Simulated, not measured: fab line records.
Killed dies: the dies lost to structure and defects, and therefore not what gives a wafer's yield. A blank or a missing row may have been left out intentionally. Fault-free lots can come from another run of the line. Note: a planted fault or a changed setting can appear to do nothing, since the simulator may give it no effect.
fab line records    flow n5-finfet
record: lots: 12  wafers: 36  last-day: 18
route steps=1938 shown BEOL_M9@1454 BEOL_M10@1470
lots that met no fault: from a run of the same line without faults
start-h: start of the lot's first displayed wafer, in hours after the record's first day    wait-h: time in hours since the lot's previous step    " unchanged from the row above    L1.1+2: one row covering several wafers at once    - value missing, or start not given    * or withheld: withheld    < > ~ a bound
route shown NAME@n: NAME is a module with steps in the file, n the number in the route of the first one    usual: mean/standard deviation taken from wafers without a fault    same: alike in all rows    chamber/n: place in a boat    sites: readings site by site    _std_site: standard deviation across them    _edge_site: inner sites' mean taken away from outer sites' mean    radius-mm: for every site, how far away it sits from the centre of the wafer    mask NAME#n: copy n    behind: tool/chamber where the wafer was last shaped    hold: cause of the lot's hold/its duration in hours/its outcome    device: transistor that didn't switch, given as n, p or np    end of line: at the end of the route, the tests of the same wafers    a step without rows: its recipe alone    killed: not the wafer's yield, but the dies lost to structure and defects at the first sort    map: a wafer's dies, x killed, . not, _ none there
set.NAME: the setting that was run; set.NAME@STEP: the one run at that earlier step    model.NAME: the simulator's own value behind a step, which no gauge read
steps of the route over a sample of lots; a table a step, a row a wafer
services: the hour from which a tool's chamber was out of use, counted from the record's first day as start-h (under 0 if before that day), plus the number of hours and why
== steps ==
step: N5_BEOL_M9_CD_MEAS_35
recipe: target-cd-nm: 70  target-cd-y-nm: 40  polarity: opening
usual: cd-nm: 70.0/0.69
lot.wafer  tool       chamber  start-h  wait-h  cd-nm
L874.3     cd-sem-03  -        203.80   0.0     69.6
L874.4     "          -        "        "       69.8
L874.6     "          -        "        "       71.0
L873.2     cd-sem-01  -        221.99   0.0     70.7
L873.5     "          -        "        "       70.7
L873.6     "          -        "        "       71.4
L875.1     cd-sem-02  -        222.73   0.0     71.0
L875.3     "          -        "        "       71.7
L875.5     "          -        "        "       70.9
L880.3     cd-sem-01  -        246.24   0.0     70.4
L880.4     "          -        "        "       69.1
L880.5     "          -        "        "       69.2
L881.2     cd-sem-03  -        247.88   0.0     69.6
L881.3     "          -        "        "       68.8
L881.6     "          -        "        "       69.5
L883.1     cd-sem-01  -        268.25   0.0     70.2
L883.3     "          -        "        "       69.7
L883.5     "          -        "        "       71.0
L884.1     cd-sem-01  -        277.51   0.0     71.4
L884.3     "          -        "        "       69.8
L884.4     "          -        "        "       69.9
L885.2     cd-sem-01  -        284.53   0.0     70.0
L885.4     "          -        "        "       69.4
L885.5     "          -        "        "       70.5
L886.1     cd-sem-02  -        300.58   0.0     69.4
L886.4     "          -        "        "       69.7
L886.5     "          -        "        "       69.1
L894.1     cd-sem-01  -        338.17   0.0     70.1
L894.3     "          -        "        "       70.6
L894.4     "          -        "        "       69.6
L895.3     cd-sem-02  -        347.78   0.0     71.1
L895.4     "          -        "        "       70.7
L895.6     "          -        "        "       70.2
L896.2     cd-sem-01  -        351.60   0.0     70.3
L896.3     "          -        "        "       70.0
L896.5     "          -        "        "       70.9
step: N5_BEOL_M9_DEGAS_44
recipe: ambient: vacuum  temp-c: 250  time-s: 60
usual: heater-power-w: 347/16
lot.wafer  tool            chamber  start-h  wait-h  heater-power-w
L874.3     pvd-sputter-02  -        205.81   1.8     362
L874.4     "               -        "        "       336
L874.6     "               -        "        "       346
L873.2     pvd-sputter-03  -        222.35   0.2     343
L873.5     "               -        "        "       364
L873.6     "               -        "        "       322
L875.1     pvd-sputter-01  -        223.09   0.3     328
L875.3     "               -        "        "       386
L875.5     "               -        "        "       374
L880.3     pvd-sputter-03  -        246.87   0.4     369
L880.4     "               -        "        "       330
L880.5     "               -        "        "       355
L881.2     pvd-sputter-03  -        249.45   1.4     343
L881.3     "               -        "        "       330
L881.6     "               -        "        "       355
L883.1     pvd-sputter-02  -        268.72   0.4     360
L883.3     "               -        "        "       347
L883.5     "               -        "        "       339
L884.1     pvd-sputter-01  -        277.88   0.3     324
L884.3     "               -        "        "       328
L884.4     "               -        "        "       330
L885.2     pvd-sputter-03  -        285.12   0.4     317
L885.4     "               -        "        "       364
L885.5     "               -        "        "       326
L886.1     pvd-sputter-03  -        301.82   1.0     354
L886.4     "               -        "        "       378
L886.5     "               -        "        "       347
L894.1     pvd-sputter-02  -        338.53   0.3     347
L894.3     "               -        "        "       354
L894.4     "               -        "        "       349
L895.3     pvd-sputter-01  -        348.35   0.4     338
L895.4     "               -        "        "       324
L895.6     "               -        "        "       334
L896.2     pvd-sputter-03  -        352.04   0.3     333
L896.3     "               -        "        "       350
L896.5     "               -        "        "       388
step: N5_BEOL_M10_ILD_DEP_00
recipe: material: SiCOH_lowk  target-thk-a: 3085.1  temp-c: 300  precursor: DEMS/porogen  pressure-torr: 5  rf-w: 500  time-s: 58
usual: heater-power-w: 282/36  showerhead-plenum-p-Torr: 5.744/0.02  throttle-valve-pct: 13.6/0.39
lot.wafer  tool      chamber  start-h  wait-h  heater-power-w  showerhead-plenum-p-Torr  throttle-valve-pct
L874.3     pecvd-03  1        207.70   0.0     321             5.735                     14.5
L874.4     "         1        "        "       338             5.750                     14.1
L874.6     "         0        "        "       294             5.791                     13.1
L873.2     pecvd-03  0        224.04   0.0     233             5.792                     13.2
L873.5     "         0        "        "       248             5.787                     13.3
L873.6     "         1        "        "       319             5.749                     14.3
L875.1     pecvd-02  1        226.52   0.0     263             5.712                     13.6
L875.3     "         0        "        "       257             5.750                     13.3
L875.5     "         1        "        "       271             5.713                     13.7
L880.3     pecvd-03  2        250.45   0.0     322             5.776                     13.6
L880.4     "         1        "        "       295             5.751                     14.4
L880.5     "         0        "        "       273             5.775                     13.6
L881.2     pecvd-02  2        251.66   0.0     314             5.748                     13.2
L881.3     "         0        "        "       201             5.747                     13.3
L881.6     "         2        "        "       305             5.746                     13.0
L883.1     pecvd-01  2        270.99   0.0     326             5.754                     13.5
L883.3     "         1        "        "       329             5.733                     14.3
L883.5     "         0        "        "       278             5.733                     14.0
L884.1     pecvd-01  2        279.65   0.0     301             5.767                     13.5
L884.3     "         0        "        "       301             5.728                     13.8
L884.4     "         0        "        "       303             5.732                     14.1
L885.2     pecvd-02  2        287.66   0.0     309             5.750                     13.0
L885.4     "         2        "        "       320             5.732                     13.3
L885.5     "         1        "        "       281             5.718                     13.5
L886.1     pecvd-02  2        303.95   0.0     277             5.745                     13.3
L886.4     "         0        "        "       219             5.734                     13.4
L886.5     "         2        "        "       284             5.742                     13.1
L894.1     pecvd-03  0        341.83   0.0     285             5.784                     13.4
L894.3     "         2        "        "       294             5.759                     13.7
L894.4     "         0        "        "       286             5.794                     13.2
L895.3     pecvd-03  0        350.56   0.0     289             5.784                     13.1
L895.4     "         1        "        "       304             5.761                     14.0
L895.6     "         0        "        "       296             5.787                     13.3
L896.2     pecvd-02  0        353.81   0.0     218             5.729                     13.3
L896.3     "         2        "        "       312             5.733                     13.2
L896.5     "         0        "        "       218             5.743                     13.3
step: N5_BEOL_M10_COAT_60
recipe: resist: SiARC  temp-c: 220  time-s: 60  spin-rpm: 1500  resist-thk-nm: 30
usual: spin-speed-rpm: 1500.2/0.75
lot.wafer  tool            chamber  start-h  wait-h  spin-speed-rpm
L874.3     litho-track-05  0        209.45   -       1500.2
L874.4     "               0        "        "       1501.4
L874.6     "               0        "        "       1499.8
L873.2     litho-track-05  0        226.16   -       1501.7
L873.5     "               0        "        "       1501.1
L873.6     "               0        "        "       1500.2
L875.1     litho-track-02  0        228.07   -       1500.2
L875.3     "               0        "        "       1499.5
L875.5     "               0        "        "       1500.3
L880.3     litho-track-04  0        251.61   -       1500.3
L880.4     "               0        "        "       1499.3
L880.5     "               0        "        "       1500.9
L881.2     litho-track-05  0        252.56   -       1500.8
L881.3     "               0        "        "       1499.4
L881.6     "               0        "        "       1499.8
L883.1     litho-track-04  0        273.20   -       1499.3
L883.3     "               0        "        "       1499.0
L883.5     "               0        "        "       1501.3
L884.1     litho-track-04  0        281.36   -       1500.8
L884.3     "               0        "        "       1499.8
L884.4     "               0        "        "       1499.6
L885.2     litho-track-04  0        288.72   -       1416.4
L885.4     "               0        "        "       1415.9
L885.5     "               0        "        "       1416.4
L886.1     litho-track-04  0        307.51   -       1417.1
L886.4     "               0        "        "       1416.9
L886.5     "               0        "        "       1417.3
L894.1     litho-track-05  0        342.82   -       1499.0
L894.3     "               0        "        "       1498.9
L894.4     "               0        "        "       1500.1
L895.3     litho-track-02  0        352.13   -       1499.9
L895.4     "               0        "        "       1500.8
L895.6     "               0        "        "       1500.5
L896.2     litho-track-02  0        355.09   -       1499.4
L896.3     "               0        "        "       1499.4
L896.5     "               0        "        "       1499.7
== services ==
tool            chamber  start-h  hours  kind
pecvd-01        2        202.38   -      clean
pecvd-01        2        202.38   -      consumable-replace:showerhead
pecvd-01        2        202.38   29.0   scheduled-down
pecvd-01        2        202.38   29.0   vent-cycle
pecvd-02        0        206.64   4.7    repair
pecvd-03        -        238.67   4.3    pm
pecvd-01        -        241.79   14.6   pm
pecvd-02        1        248.81   16.5   scheduled-down
pecvd-01        1        279.98   6.5    repair
pecvd-01        0        287.45   3.9    repair
pecvd-02        -        290.07   1.3    repair
pecvd-03        0        294.01   -      calibration
pecvd-03        1        298.20   5.5    scheduled-down
pvd-sputter-03  -        309.90   0.8    repair
litho-track-02  -        322.01   -      consumable-replace:filter
pvd-sputter-01  -        335.20   1.6    repair
pecvd-01        1        343.01   16.8   repair
== key ==
first-sign: step: N5_BEOL_M10_COAT_60  reading: spin-speed-rpm  direction: down  sigmas: 99+  usual: *  struck: *
effect none on later readings
met-at N5_BEOL_M10_COAT_60
struck-lots L885,L886
baseline-loss: step: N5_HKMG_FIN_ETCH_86  wafers: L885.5
not-acting-at N5_BEOL_M9_CD_MEAS_35,N5_BEOL_M9_DEGAS_44,N5_BEOL_M10_ILD_DEP_00
onset-between 281.36 288.72
fault: kind: process-parameter-drift  tool: litho-track-04  chamber: -  onset-h: 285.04  steps: N5_BEOL_M10_COAT_60  channel: spin-rpm  offset: *  shape: step  end-h: 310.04  acts-in: *  stated: *
baseline-loss: these wafers lose ten dies or more at that step, a loss of the line's own and not of a fault; the sort's usual values leave them out
